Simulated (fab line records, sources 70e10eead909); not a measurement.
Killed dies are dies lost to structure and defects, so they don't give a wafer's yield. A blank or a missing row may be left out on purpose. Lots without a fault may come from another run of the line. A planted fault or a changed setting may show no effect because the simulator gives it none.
A struck lot beside a sound one | flow nand_harc | 37 steps out of a route of 1159
Sound: wafers L578.3, L578.4, L578.6. Struck: wafers L563.2, L563.3, L563.6. The cause comes at the end.
At each step with rows: each side's tool, then ch and its chambers, then its first start. Under that, the readings that differ: sound wafers | struck wafers | difference of the means | sigmas: that difference in standard deviations of wafers without a fault.
alike: readings whose means differ by less than 2 such deviations, and words and numbers that are the same on both sides. not compared: withheld readings, readings that some wafer has no value for, bounds like >300 that may hide the same value, and numbers for which the record gives no deviation and whose values overlap.
The two part at a step that has a row with sigmas, a row that says differs or no value, or rows on one side only. Numbers that don't overlap but have no deviation are shown without sigmas and don't part them. A reading that every wafer of one side lacks parts them only if that side has two wafers or more.

first, 9 steps without rows for these wafers: NHARC_A_CONTACT_DEVELOP_68 (develop time 35 s); NHARC_A_CONTACT_DESCUM_74 (chemistry O2, time 3 s); NHARC_A_CONTACT_ETCH_75 (etches the open film in CF4, target depth 39 nm, time 65 s); NHARC_A_CONTACT_ETCH_76 (etches the open film in N2/H2, target depth 260 nm, time 475.3 s); NHARC_A_CONTACT_ETCH_77 (etches the open film in CF4/CHF3, target depth 72.6 nm, time 36.3 s); NHARC_A_CONTACT_ETCH_78 (etches the open film in O2/COS, target depth 2800 nm, time 728 s); NHARC_A_CONTACT_ETCH_124 (etches the open film in C4F8/O2/Ar, time 140 s, target depth 700 nm); NHARC_A_CONTACT_ETCH_125 (etches the open film in C4F8/O2/Ar, time 155 s, target depth 956 nm); NHARC_A_CONTACT_ETCH_126 (etches the open film in C4F8/O2/Ar, time 155 s, target depth 956 nm).
NHARC_A_CONTACT_ETCH_127: etches the open film in C4F8/O2/Ar, time 155 s, target depth 956 nm.
  sound on har_cap_etch-02 ch 0,1, day 22 13:32; struck on har_cap_etch-01 ch 0, day 19 01:39
  not compared: rf_hours_counter_h
then, 26 steps without rows for these wafers: NHARC_A_CONTACT_ETCH_128 (etches the open film in C4F8/O2/Ar, time 155 s, target depth 956 nm); NHARC_A_CONTACT_ETCH_129 (etches the open film in C4F8/O2/Ar, time 155 s, target depth 956 nm); NHARC_A_CONTACT_ETCH_130 (etches the open film in C4F8/O2/Ar, time 155 s, target depth 956 nm); NHARC_A_CONTACT_ETCH_131 (etches the open film in C4F8/O2/Ar, time 155 s, target depth 956 nm); NHARC_A_CONTACT_ETCH_132 (etches the open film in C4F8/O2/Ar, time 156 s, target depth 958 nm); NHARC_A_CONTACT_ETCH_133 (etches the open film in C4F8/O2/Ar, time 195 s, target depth 840 nm); NHARC_A_CONTACT_ETCH_91 (etches the open film in CH3F/O2, target depth 40 nm, time 85.7 s); NHARC_A_CONTACT_ETCH_97 (etches the open film in C4F6/O2, target depth 20 nm, time 10 s); NHARC_A_CONTACT_STRIP_103 (strips in N2/H2); NHARC_A_CONTACT_STRIP_104 (strips in CF4/CHF3); NHARC_A_CONTACT_STRIP_105 (strips in O2/COS); NHARC_A_CONTACT_ETCH_106 (etches the open film in CF4/O2, target depth 60 nm, overetch 6 nm, time 33 s); NHARC_A_CONTACT_STRIP_82 (strips in O2); NHARC_A_CONTACT_STRIP_83 (strips in post etch residue remover, time 600 s); NHARC_A_CONTACT_DEP_84 (deposits aC, target thk 2000 nm); NHARC_A_CONTACT_DEP_85 (deposits SiON, target thk 50 nm); NHARC_A_CONTACT_DEHYDRATE_00 (time 120 s); NHARC_A_CONTACT_HMDS_01 (time 30 s); NHARC_A_CONTACT_COAT_86 (time 75 s); NHARC_A_CONTACT_COAT_87 (time 65 s); NHARC_A_CONTACT_COAT_02 (resist thk 90 nm); NHARC_A_CONTACT_SOFTBAKE_03 (time 55 s); NHARC_A_CONTACT_EBR_04; NHARC_A_CONTACT_EXPOSE_05 (exposes mask A CC); NHARC_A_CONTACT_PEB_06 (peb time 65 s); NHARC_A_CONTACT_DEVELOP_07 (develop time 35 s).
-- the record jumps here: 3 days lie between the struck wafers' starts before and after (it left off in module A_CONTACT and takes up again in module END, whose first step shown is number 1159 of the route) --
NHARC_END_SORT_01:
  the record has rows for the struck wafers here (prober-01 ch 0, day 21 16:56) and none for the sound ones

WHERE THEY PART
Only at NHARC_END_SORT_01, within this record.

WHY: what the simulator had put in
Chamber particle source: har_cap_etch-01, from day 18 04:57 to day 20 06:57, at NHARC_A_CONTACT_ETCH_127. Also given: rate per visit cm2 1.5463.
